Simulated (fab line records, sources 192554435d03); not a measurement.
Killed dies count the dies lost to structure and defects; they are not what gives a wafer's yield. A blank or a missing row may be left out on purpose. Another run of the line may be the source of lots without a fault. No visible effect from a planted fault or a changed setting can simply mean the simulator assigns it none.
One fault through the eyes of 2 desks | flow n5_finfet | numbers are kept per desk, each desk with only its own; the story behind them comes last

DESK OF THE TOOL OWNER: pvd_sputter-03
The tool's own readings at N5_BEOL_M12_SPUTTER_44 (material Ta, target thk 10 nm, time 16.13 s): means of the sampled wafers that have a number, for each lot that ran on this tool. A lot is out of limits, marked OUT, if its mean lies more than 4 standard deviations from the usual mean; the brackets give that distance.
Columns: A = cathode_dc_power_W at N5_BEOL_M12_SPUTTER_44, usual 15000 W; B = throttle_valve_pct at N5_BEOL_M12_SPUTTER_44, usual 30.3 %
lot  | first seen here | A     | B
L306 | day 13 21:49    | 15001 | 30.0
L312 | day 15 23:48    | 14999 | 29.6
L315 | day 17 04:01    | 14996 | 29.4
This desk's finding: nothing out of limits on any of the 3 lots.

FROM THE METROLOGY DESK
What the gauges read, lot by lot, whatever tool the lot ran on: means of the sampled wafers that have a number. A lot is out of limits, marked OUT, if its mean lies more than 4 standard deviations from the usual mean; the brackets give that distance.
Columns: A = trench_depth_nm at N5_BEOL_M12_OCD_MEAS_35, usual 322 nm
lot  | first seen here | A
L296 | day 10 22:59    | 316
L305 | day 13 15:20    | 322
L306 | day 13 21:05    | 321
L312 | day 15 20:15    | 326
L315 | day 16 21:53    | 319
L319 | day 17 08:40    | 320
This desk's finding: nothing out of limits on any of the 6 lots.

BROUGHT TOGETHER
The tool owner's desk saw nothing out of limits.
The metrology desk saw nothing out of limits.

WHAT HAD BEEN PUT IN BY THE SIMULATOR
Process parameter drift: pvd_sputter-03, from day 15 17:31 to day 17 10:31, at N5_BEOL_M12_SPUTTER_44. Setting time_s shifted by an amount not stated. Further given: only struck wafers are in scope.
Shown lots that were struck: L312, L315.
